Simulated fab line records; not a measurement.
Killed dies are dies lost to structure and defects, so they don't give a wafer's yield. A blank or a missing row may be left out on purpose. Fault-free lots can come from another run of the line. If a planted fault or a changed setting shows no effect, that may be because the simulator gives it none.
fab line records	flow n5Finfet
record lots=9	wafers=26	lastDay=20
route steps=1938 shown HKMG_FIN@387 BEOL_M4@1111
lots with no fault: from the same line, run without faults
startH: start of the lot's first displayed wafer, in hours after the record's first day	waitH: how many hours have passed since the lot's step before this one	" unchanged from the row above	L1.1+2: a single row standing in for several wafers	- either no value or no given start	* or withheld: withheld	< > ~ a bound
route shown NAME@n: names a module that has steps shown in the file, with the first one's number in the route	usual: the fault-free wafers' mean and standard deviation	same: alike in all rows	chamber/n: place in a boat	sites: per-site readings	_std_site: standard deviation of those values	_edge_site: inner sites' mean taken away from outer sites' mean	radiusMm: for every site, how far away it sits from the centre of the wafer	mask NAME#n: copy n	behind: tool/chamber where the wafer was last shaped	hold: why the lot was held/for how many hours/how that ended	device: the transistor (n, p or np) that didn't switch	end of line: tests of these same wafers at the route's end	step lacking rows: just its recipe	killed: dies lost to structure and defects at the first sort, not the wafer's yield	map: the dies of a wafer, with x for killed, . for not killed, _ for no die there
set.NAME: setting as actually run; set.NAME@STEP: the setting as run at that earlier step	model.NAME: the simulator's own value behind a step, which no gauge read
steps of the route over a sample of lots; a table a step, a row a wafer
services: a tool's chamber out of use, with start hour (startH, from the record's first day; less than 0 if before it), hours out, and reason
## steps
# step N5_HKMG_FIN_HK_ANNEAL_02
# recipe tempC=700	timeS=30	ambient=N2	idleTempC=600	rampUpCPerS=150	rampDownCPerS=60	coolToC=600
# usual lampPowerPct=8.81/0.055	lamp_zone_4_pct=8.796/0.011	wafer_temp_C_max=703.0/0.76
lot.wafer	tool	chamber	startH	waitH	lampPowerPct	lamp_zone_4_pct	wafer_temp_C_max
L703.2	rtpAnneal-02	0	71.56	0.4	8.84	8.793	702.1
L703.4	"	0	"	"	8.89	8.816	702.8
L703.6	"	0	"	"	8.82	8.802	702.2
L705.2	rtpAnneal-01	0	84.85	0.1	8.86	8.782	703.7
L705.3	"	0	"	"	8.95	8.796	703.8
L705.4	"	0	"	"	8.84	8.788	702.1
L706.2	rtpAnneal-01	0	90.09	0.1	8.86	8.811	702.7
L706.4	"	0	"	"	8.77	8.793	703.1
L706.5	"	0	"	"	8.85	8.789	703.2
L710.3	rtpAnneal-02	0	113.94	0.2	8.82	8.789	702.9
L710.5	"	0	"	"	8.71	8.800	703.3
L710.6	"	0	"	"	8.88	8.809	702.1
L712.3	rtpAnneal-01	0	123.29	0.3	8.81	8.797	702.2
L712.4	"	0	"	"	8.80	8.803	702.9
L712.5	"	0	"	"	8.84	8.792	703.6
L719.2	rtpAnneal-02	0	164.57	0.1	8.83	8.780	702.6
L719.4	"	0	"	"	8.82	8.791	702.1
L719.5	"	0	"	"	8.80	8.798	702.3
L721.1	rtpAnneal-01	0	178.58	0.1	8.80	8.789	703.1
L721.3	"	0	"	"	8.83	8.819	702.5
L721.5	"	0	"	"	8.75	8.804	703.1
L722.3	rtpAnneal-02	0	182.34	0.3	8.78	8.794	703.3
L722.4	"	0	"	"	8.82	8.791	702.4
L722.6	"	0	"	"	8.78	8.807	704.4
L724.3	rtpAnneal-02	0	201.41	0.4	8.87	8.815	702.2
L724.6	"	0	"	"	8.81	8.789	702.9
# step N5_HKMG_FIN_CD_MEAS_49
# recipe targetCdNm=202	landingEnergyEv=500	detector=seInlens	polarity=opening
# usual cdNm=202.0/0.66
lot.wafer	tool	chamber	startH	waitH	cdNm
L703.2	cdSem-01	0	72.17	-	201.5
L703.4	"	0	"	"	201.6
L703.6	"	0	"	"	200.8
L705.2	cdSem-02	0	85.58	-	202.5
L705.3	"	0	"	"	201.3
L705.4	"	0	"	"	201.6
L706.2	cdSem-01	0	90.81	-	201.7
L706.4	"	0	"	"	201.3
L706.5	"	0	"	"	201.5
L710.3	cdSem-02	0	114.52	-	200.9
L710.5	"	0	"	"	202.7
L710.6	"	0	"	"	201.9
L712.3	cdSem-01	0	123.87	-	202.4
L712.4	"	0	"	"	202.4
L712.5	"	0	"	"	202.6
L719.2	cdSem-01	0	165.18	-	202.0
L719.4	"	0	"	"	201.9
L719.5	"	0	"	"	201.4
L721.1	cdSem-01	0	179.34	-	202.0
L721.3	"	0	"	"	202.0
L721.5	"	0	"	"	203.0
L722.3	cdSem-02	0	183.05	-	202.1
L722.4	"	0	"	"	202.0
L722.6	"	0	"	"	202.7
L724.3	cdSem-02	0	201.99	-	202.8
L724.6	"	0	"	"	202.6
# step N5_HKMG_FIN_ETCH_54
# recipe chemistry=CF4	target=SiARC	targetDepthA=455	maskMaterial=CAR-ArF	timeS=75.8	ionEnergyEv=80	pressureMtorr=40	sourceW=545	biasW=36	Ar_flow_sccm=100	cf4FlowSccm=100	ends=cleared
# usual biasW=36.01/0.1	drypumpMotorCurrentA=5.7/0.44	etchRfOnTimeS=75.8/2.1	oesProductAu=0.69/0.075	rfVppV=184.0/0.92	showerheadPlenumPTorr=2.14/0.05	throttleValvePct=15.56/0.24
lot.wafer	tool	chamber	startH	waitH	biasW	drypumpMotorCurrentA	etchRfOnTimeS	oesProductAu	rfHoursCounterH	rfVppV	showerheadPlenumPTorr	throttleValvePct
L703.2	rieDiel-05	2	72.31	0.0	35.96	6.1	78.7	0.57	225	184.7	2.20	15.56
L703.4	"	0	"	"	36.00	5.7	76.0	0.64	188	183.7	2.13	15.68
L703.6	"	0	"	"	36.09	5.7	75.8	0.63	-	183.8	2.13	15.69
L705.2	rieDiel-01	0	85.72	0.0	35.85	5.8	72.6	0.60	244	184.1	2.20	15.70
L705.3	"	2	"	"	35.87	5.4	77.4	0.78	15	183.9	2.10	15.47
L705.4	"	1	"	"	35.75	5.9	73.5	0.75	41	183.1	2.17	15.27
L706.2	rieDiel-01	1	90.94	0.0	36.03	5.9	74.5	0.74	43	184.5	2.17	15.29
L706.4	"	3	"	"	36.03	6.0	75.2	0.71	72	184.5	2.18	15.88
L706.5	"	0	"	"	36.23	5.8	72.9	0.60	-	184.7	2.20	15.67
L710.3	rieDiel-06	1	114.73	0.0	36.06	5.3	75.9	0.62	185	184.0	2.04	15.61
L710.5	"	1	"	"	36.03	5.3	75.6	0.63	-	182.5	2.04	15.63
L710.6	"	0	"	"	35.86	5.5	78.4	0.74	-	183.9	2.19	15.30
L712.3	rieDiel-01	0	123.99	0.0	35.90	5.8	71.0	0.88	0	185.7	2.20	15.16
L712.4	"	3	"	"	36.21	6.0	74.4	0.69	86	184.0	2.17	15.88
L712.5	"	1	"	"	35.92	6.0	75.2	0.72	-	183.7	2.16	15.30
L719.2	rieDiel-06	0	165.52	0.0	-	5.4	178.0	0.54	61	250.2	2.19	15.33
L719.4	"	3	"	"	36.00	5.6	79.9	0.60	229	184.6	2.11	15.74
L719.5	"	3	"	"	35.87	5.6	79.6	0.59	-	183.0	2.11	15.73
L721.1	rieDiel-05	3	179.46	0.0	35.84	6.6	75.4	0.79	12	185.2	2.10	15.11
L721.3	"	2	"	"	35.93	6.1	74.2	0.83	5	184.1	2.19	15.19
L721.5	"	1	"	"	35.82	5.8	75.0	0.59	-	182.2	2.04	15.88
L722.3	rieDiel-05	2	183.18	0.0	35.86	6.1	73.3	0.83	6	184.6	2.19	15.19
L722.4	"	1	"	"	36.13	5.8	75.0	0.60	215	184.3	2.04	15.89
L722.6	"	2	"	"	36.14	6.1	73.1	0.84	-	185.2	2.19	15.20
L724.3	rieDiel-01	2	202.29	0.0	35.94	5.4	79.4	0.69	59	184.0	2.08	15.55
L724.6	"	1	"	"	36.07	6.0	76.1	0.68	-	183.9	2.15	15.37
# step N5_HKMG_FIN_STRIP_57
# recipe chemistry=CF4	resist=SiARC	powerW=300	biasPowerW=75	pressureMtorr=50	cf4FlowSccm=150	rfFrequencyHz=6e+07
# usual drypumpMotorCurrentA=5.7/0.45	oesProductAu=0.80/0.081	rfVppV=271.0/1.1	showerheadPlenumPTorr=1.79/0.045	throttleValvePct=13.53/0.24
lot.wafer	tool	chamber	startH	waitH	drypumpMotorCurrentA	oesProductAu	rfHoursCounterH	rfVppV	showerheadPlenumPTorr	throttleValvePct
L703.2	rieDiel-05	2	72.56	0.0	6.1	0.68	225	272.1	1.84	13.58
L703.4	"	2	"	"	6.1	0.68	-	271.8	1.84	13.59
L703.6	"	3	"	"	6.6	0.68	-	270.4	1.77	13.55
L705.2	rieDiel-01	0	85.97	0.0	5.8	0.68	244	271.6	1.85	13.73
L705.3	"	2	"	"	5.4	0.91	15	271.7	1.75	13.37
L705.4	"	1	"	"	6.0	0.85	41	271.6	1.82	13.27
L706.2	rieDiel-01	1	91.18	0.0	6.0	0.85	43	271.5	1.82	13.28
L706.4	"	3	"	"	6.0	0.81	72	272.3	1.83	13.81
L706.5	"	0	"	"	5.8	0.68	-	271.3	1.85	13.72
L710.3	rieDiel-06	1	114.98	0.0	5.3	0.72	185	270.1	1.71	13.62
L710.5	"	1	"	"	5.3	0.72	-	269.8	1.71	13.62
L710.6	"	0	"	"	5.5	0.86	-	270.5	1.84	13.27
L712.3	rieDiel-01	0	124.24	0.0	5.8	0.98	0	271.8	1.85	13.16
L712.4	"	3	"	"	6.0	0.79	86	271.3	1.82	13.86
L712.5	"	1	"	"	6.0	0.83	-	272.4	1.82	13.30
L719.2	rieDiel-06	0	165.77	0.0	5.5	0.85	61	271.7	1.84	13.32
L719.4	"	3	"	"	5.6	0.72	230	271.3	1.78	13.78
L719.5	"	3	"	"	5.6	0.71	-	270.5	1.78	13.77
L721.1	rieDiel-05	3	179.71	0.0	6.6	0.91	12	269.4	1.76	13.05
L721.3	"	2	"	"	6.1	0.94	5	272.7	1.83	13.10
L721.5	"	1	"	"	5.8	0.68	-	268.6	1.70	13.87
L722.3	rieDiel-05	2	183.42	0.0	6.1	0.93	6	272.3	1.83	13.11
L722.4	"	1	"	"	5.8	0.69	215	268.7	1.70	13.87
L722.6	"	2	"	"	6.1	0.94	-	272.1	1.83	13.12
L724.3	rieDiel-01	2	202.53	0.0	5.4	0.84	59	269.3	1.74	13.48
L724.6	"	1	"	"	6.0	0.79	-	272.2	1.81	13.37
# step N5_BEOL_M4_RC_MEAS_101
# usual DIBL_N=36.3/1.7	DIBL_P=36.5/2.1	IOFF_N=0.16/0.03	IOFF_P=0.22/0.035	ION_N=675/11	ION_P=465/7.1	SS_N=71.5/0.62	SS_P=73.3/0.64	VT_N=250/3.1	VT_P=-249.1/3
lot.wafer	tool	chamber	startH	waitH	DIBL_N[mV/V]	DIBL_P[mV/V]	IOFF_N[nA/um]	IOFF_P[nA/um]	ION_N[uA/um]	ION_P[uA/um]	SS_N[mV/dec]	SS_P[mV/dec]	VT_N[mV]	VT_P[mV]
L703.2	prober-01	0	170.56	0.8	37.8	38.9	0.19	0.26	682	470	72.1	73.8	246	-245.8
L703.4	"	0	"	"	37.7	38.4	0.19	0.27	686	473	72.0	73.4	248	-246.1
L703.6	"	0	"	"	35.5	36.7	0.15	0.23	675	469	71.0	72.5	252	-248.8
L705.2	prober-02	0	181.83	0.2	36.3	36.0	0.15	0.21	670	464	71.2	72.9	251	-248.5
L705.3	"	0	"	"	39.2	38.8	0.22	0.24	679	462	71.9	73.5	245	-249.6
L705.4	"	0	"	"	34.9	33.5	0.13	0.16	668	455	70.1	72.4	251	-255.4
L706.2	prober-02	0	188.85	0.2	37.0	37.1	0.16	0.24	688	479	71.4	73.4	249	-247.9
L706.4	"	0	"	"	36.8	36.1	0.14	0.21	666	465	71.5	73.0	253	-248.5
L706.5	"	0	"	"	38.2	38.9	0.19	0.27	689	476	71.7	73.9	247	-246.0
L710.3	prober-02	0	202.05	0.3	35.2	31.7	0.13	0.17	671	459	71.0	72.1	253	-252.1
L710.5	"	0	"	"	37.0	34.8	0.16	0.20	685	467	71.5	72.7	249	-252.0
L710.6	"	0	"	"	37.0	34.8	0.15	0.20	662	460	71.9	72.6	251	-250.5
L712.3	prober-02	0	219.44	0.3	38.1	36.5	0.17	0.23	684	472	71.6	73.5	248	-248.6
L712.4	"	0	"	"	35.9	34.8	0.14	0.20	675	468	70.9	72.3	250	-249.5
L712.5	"	0	"	"	36.9	36.1	0.15	0.22	661	462	71.7	73.3	252	-247.4
L722.3	prober-02	0	303.65	0.3	37.7	38.0	0.17	0.21	679	457	72.3	73.4	250	-251.3
L722.4	"	0	"	"	37.1	36.4	0.16	0.19	667	447	72.0	72.9	253	-255.7
L722.6	"	0	"	"	35.4	35.3	0.13	0.18	665	458	71.1	73.0	252	-252.1
L719.2	prober-02	0	325.00	0.2	32.9	34.5	0.14	0.19	678	462	71.1	73.4	249	-251.0
L719.4	"	0	"	"	33.7	35.4	0.14	0.20	661	459	71.2	72.9	249	-253.3
L719.5	"	0	"	"	33.4	34.9	0.14	0.19	660	459	70.5	73.0	252	-251.4
L724.3	prober-01	0	327.50	0.3	36.0	35.6	0.14	0.19	664	456	71.3	72.3	251	-252.3
L724.6	"	0	"	"	37.3	36.9	0.16	0.21	685	462	71.8	73.2	250	-249.8
L721.1	prober-02	0	330.25	0.0	37.5	38.0	0.18	0.28	662	460	71.3	73.8	248	-245.2
L721.3	"	0	"	"	37.8	36.8	0.17	0.24	678	466	72.0	73.4	251	-246.1
L721.5	"	0	"	"	39.2	38.9	0.20	0.26	672	456	72.5	73.3	247	-245.9
## services
tool	chamber	startH	hours	kind
rieDiel-05	0	65.41	2.3	repair
rieDiel-05	2	83.44	2.5	repair
rieDiel-01	0	100.97	-	clean
rieDiel-01	0	100.97	-	consumableReplace:focusRing
rieDiel-01	0	100.97	22.1	scheduledDown
rieDiel-01	0	100.97	22.1	ventCycle
rieDiel-05	-	106.30	2.8	pm
rieDiel-06	1	121.89	3.9	repair
rieDiel-05	3	134.17	-	clean
rieDiel-05	3	134.17	-	consumableReplace:focusRing
rieDiel-05	3	134.17	13.7	scheduledDown
rieDiel-05	3	134.17	13.7	ventCycle
rieDiel-05	2	147.93	-	clean
rieDiel-05	2	147.93	-	consumableReplace:focusRing
rieDiel-05	2	147.93	15.4	scheduledDown
rieDiel-05	2	147.93	15.4	ventCycle
rieDiel-06	1	168.38	3.6	repair
## key
firstSign step=N5_HKMG_FIN_ETCH_54	reading=rfVppV	direction=up	sigmas=72	usual=184.0	struck=250.2
effect step=N5_HKMG_FIN_ETCH_54	reading=etchRfOnTimeS	direction=up	sigmas=48	usual=*	struck=*
metAt N5_HKMG_FIN_ETCH_54
struckLots L719
struckWafers L719.2
notActingAt N5_HKMG_FIN_HK_ANNEAL_02,N5_HKMG_FIN_CD_MEAS_49,N5_HKMG_FIN_STRIP_57
onsetBetween 114.73 165.52
fault kind=processParameterDrift	tool=rieDiel-06	chamber=0	onsetH=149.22	steps=N5_HKMG_FIN_ETCH_54	channel=sourceW	offset=-327	shape=step	endH=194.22	actsIn=theseRecipesOnly	stated=545
